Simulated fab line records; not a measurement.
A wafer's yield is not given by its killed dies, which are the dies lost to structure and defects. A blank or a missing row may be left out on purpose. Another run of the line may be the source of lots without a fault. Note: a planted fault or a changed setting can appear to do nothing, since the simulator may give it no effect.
Which tool is to blame? | flow nand harc | 14 lots, 42 wafers sampled, at 5 steps of a route of 1302

== WHAT THE GAUGES SHOWED, per wafer ==
NHARC_A_ONON_D1_THK_MEAS_08: measures by ellipsometry.
lot  | measured     | on            | thk nm (nm)
L420 | day 7 19:23  | film metro-02 | 1003 1002 1003
L421 | day 8 09:31  | film metro-01 | 1009 1009 1007
L423 | day 9 00:55  | film metro-02 | 999 1002 1002
L425 | day 9 17:35  | film metro-02 | 999 998 997
L426 | day 10 06:13 | film metro-02 | 986 985 985
L428 | day 11 09:17 | film metro-02 | 1017 1015 1016
L431 | day 12 04:42 | film metro-01 | 989 989 988
L434 | day 14 01:23 | film metro-02 | 1001 1001 1002
L435 | day 14 01:26 | film metro-01 | 998 997 997
L436 | day 14 10:22 | film metro-01 | 1010 1009 1010
L437 | day 15 00:23 | film metro-02 | 1007 1006 1006
L438 | day 15 00:23 | film metro-02 | 1001 1001 1003
L439 | day 15 19:38 | film metro-01 | 992 992 993
L441 | day 16 11:46 | film metro-02 | 1002 1001 1003

NHARC_A_ONON_D1_THK_MEAS_21: measures by ellipsometry.
lot  | measured     | on            | thk nm (nm)
L420 | day 8 04:52  | film metro-01 | 994 998 996
L421 | day 8 19:37  | film metro-02 | 996 996 997
L423 | day 9 10:13  | film metro-02 | 1016 1014 1014
L425 | day 10 04:56 | film metro-01 | 1013 1011 1011
L426 | day 10 15:58 | film metro-01 | 997 997 998
L428 | day 11 19:22 | film metro-01 | 1002 1000 1000
L431 | day 12 16:22 | film metro-01 | 1005 1006 1005
L434 | day 14 11:08 | film metro-02 | 1028 1029 1028
L435 | day 14 11:17 | film metro-01 | 994 992 993
L436 | day 14 20:32 | film metro-02 | 1003 1003 1002
L437 | day 15 13:40 | film metro-02 | 1001 1000 1000
L438 | day 15 13:38 | film metro-02 | 992 990 991
L439 | day 16 06:48 | film metro-02 | 990 990 990
L441 | day 16 18:42 | film metro-01 | 993 993 993

NHARC_A_CHANNEL_HOLE_D1_OVL_MEAS_11.
lot  | measured     | on         | overlay x nm (nm) | overlay y nm (nm)
L420 | day 8 11:32  | overlay-02 | -1.3 -1.0 -0.7    | -0.8 -0.2 -0.7
L421 | day 9 01:09  | overlay-02 | -0.3 0.3 0.4      | -0.6 -0.4 0.1
L423 | day 9 15:16  | overlay-02 | -0.3 -0.9 -0.7    | -0.2 0.6 0.0
L425 | day 10 12:02 | overlay-01 | -0.7 -0.4 0.1     | -0.3 -0.3 -0.8
L426 | day 10 20:51 | overlay-02 | 0.0 -0.5 -0.1     | 0.5 0.5 0.7
L428 | day 12 00:53 | overlay-01 | 0.3 0.6 0.3       | 0.3 0.3 0.3
L431 | day 12 23:50 | overlay-01 | 1.1 0.7 0.5       | -1.4 -1.9 -1.7
L434 | day 14 16:05 | overlay-01 | 0.9 1.0 0.6       | 0.7 0.7 -0.1
L435 | day 14 17:56 | overlay-02 | -0.9 -0.7 -0.4    | 0.6 1.3 1.4
L436 | day 15 01:32 | overlay-02 | -0.3 -0.1 -0.3    | -0.2 0.1 -0.5
L437 | day 15 18:34 | overlay-02 | 0.5 0.8 0.4       | 1.4 1.6 1.2
L438 | day 15 18:46 | overlay-02 | 0.0 -0.3 -0.5     | 0.0 0.4 0.1
L439 | day 16 12:16 | overlay-02 | -1.8 -2.0 -1.6    | -0.7 0.2 -0.5
L441 | day 17 07:02 | overlay-02 | 0.1 0.0 0.1       | -0.4 -0.5 -0.2

NHARC_A_CHANNEL_HOLE_D1_CD_MEAS_30.
lot  | measured     | on        | cd nm (nm)
L420 | day 8 18:22  | cd sem-02 | 90.6 90.1 88.7
L421 | day 9 08:00  | cd sem-03 | 91.7 93.2 91.0
L423 | day 10 02:17 | cd sem-02 | 90.8 91.2 90.0
L425 | day 10 18:50 | cd sem-01 | 91.0 91.1 91.3
L426 | day 11 04:48 | cd sem-01 | 89.4 91.0 89.5
L428 | day 12 08:03 | cd sem-01 | 89.2 87.1 89.7
L431 | day 13 08:51 | cd sem-01 | 92.1 91.9 92.8
L434 | day 14 22:53 | cd sem-02 | 90.4 87.5 92.1
L435 | day 15 00:53 | cd sem-02 | 2.7 0.6 1.8
L436 | day 15 08:19 | cd sem-01 | 2.7 0.8 2.7
L437 | day 16 01:31 | cd sem-01 | 90.7 92.4 91.2
L438 | day 16 01:44 | cd sem-03 | 90.8 89.1 89.3
L439 | day 16 19:04 | cd sem-02 | 93.8 91.9 92.3
L441 | day 17 20:39 | cd sem-03 | 90.7 91.6 89.3

== TOOL THAT RAN EACH LOT (tool first, then ch and the chambers of the sampled wafers, then the start) ==
lot  | NHARC_A_CHANNEL_HOLE_D1_ETCH_23
L420 | har etch-02 ch 0,1, day 8 14:30
L421 | har etch-01 ch 0,1, day 9 04:00
L423 | har etch-02 ch 1, day 9 19:26
L425 | har etch-02 ch 0,1, day 10 14:45
L426 | har etch-02 ch 0,1, day 11 00:56
L428 | har etch-01 ch 0,1, day 12 03:58
L431 | har etch-02 ch 0,1, day 13 05:05
L434 | har etch-01 ch 0,1, day 14 18:55
L435 | har etch-02 ch 0,1, day 14 20:47
L436 | har etch-01 ch 0,1, day 15 04:16
L437 | har etch-02 ch 0,1, day 15 21:40
L438 | har etch-01 ch 0,1, day 15 21:37
L439 | har etch-01 ch 0,1, day 16 15:20
L441 | har etch-02 ch 0,1, day 17 16:34
- NHARC_A_CHANNEL_HOLE_D1_ETCH_23: etches the open film in C4F8/O2/Ar, time 819 s, target depth 1600 nm.

== WHAT THE TOOLS THEMSELVES READ (means of the sampled wafers that have a number; where no wafer has one, the mark that the record gives instead) ==
NHARC_A_CHANNEL_HOLE_D1_ETCH_23.
lot  | tool        | c4f8 flow sccm (sccm) | chamber pressure mTorr (mTorr) | drypump motor current A (A) | oes air line au (a.u.) | showerhead plenum p Torr (Torr) | throttle valve pct (%)
L420 | har etch-02 | 89.36                 | 20.015                         | 5.8                         | 0.997                  | 3.55                            | 32.157
L421 | har etch-01 | 89.18                 | 19.986                         | 5.7                         | 1.002                  | 3.69                            | 32.163
L423 | har etch-02 | 88.98                 | 20.003                         | 5.6                         | 0.995                  | 3.56                            | 32.150
L425 | har etch-02 | 89.42                 | 19.997                         | 5.8                         | 0.989                  | 3.53                            | 32.148
L426 | har etch-02 | 89.44                 | 20.007                         | 5.8                         | 0.994                  | 3.53                            | 32.149
L428 | har etch-01 | 89.48                 | 20.002                         | 6.1                         | 0.999                  | 3.63                            | 32.158
L431 | har etch-02 | 89.36                 | 20.013                         | 6.0                         | 0.993                  | 3.50                            | 32.164
L434 | har etch-01 | 89.48                 | 19.996                         | 6.1                         | 0.976                  | 3.61                            | 32.152
L435 | har etch-02 | -                     | -                              | -                           | -                      | -                               | -
L436 | har etch-01 | -                     | -                              | -                           | -                      | -                               | -
L437 | har etch-02 | 89.28                 | 20.005                         | 6.0                         | 1.008                  | 3.48                            | 32.147
L438 | har etch-01 | 89.44                 | 19.992                         | 5.7                         | 0.983                  | 3.64                            | 32.164
L439 | har etch-01 | 89.50                 | 19.999                         | 5.7                         | 0.994                  | 3.64                            | 32.152
L441 | har etch-02 | 89.29                 | 19.983                         | 6.0                         | 1.011                  | 3.93                            | 32.157

== THE ANSWER, worked out from the rows above alone ==
Rule: the usual values come from the lots themselves. The widest of any qualifying gaps counts: lots, ordered by their means at a reading, are off when they make up no more than a third of the lots, leave a main group of 4 or more, and stand apart from it by 3 or more times the standard deviation of that group's means. A main group is skipped when, at the precision printed for the reading in the tables above, its means are all equal. A lot without any number at a reading at which 4 lots or more have one is off too. The other lots that the step has rows for count as sound. Order of review: gauges by route order, followed by the tools' own readings, for which a lot's mean as printed above is used. The first step at which some lot is off is used, and at that step the reading that is off furthest; a lot without a number counts as furthest.
Off: L435, L436 (NHARC_A_CHANNEL_HOLE_D1_CD_MEAS_30, cd nm). The main group has a mean of 90.7 nm with a standard deviation of 1.1.
If a tool, at a process step before that reading, ran all the lots that are off and no sound lot after the first of them, it fits. The gauges at NHARC_A_CHANNEL_HOLE_D1_CD_MEAS_30 aren't tried: what is off there is off at NHARC_A_CHANNEL_HOLE_D1_ETCH_23 too, on other tools, and a gauge's error can't cause that. Of those tried, none fits.

== WHAT THE SIMULATOR HAD PUT IN ==
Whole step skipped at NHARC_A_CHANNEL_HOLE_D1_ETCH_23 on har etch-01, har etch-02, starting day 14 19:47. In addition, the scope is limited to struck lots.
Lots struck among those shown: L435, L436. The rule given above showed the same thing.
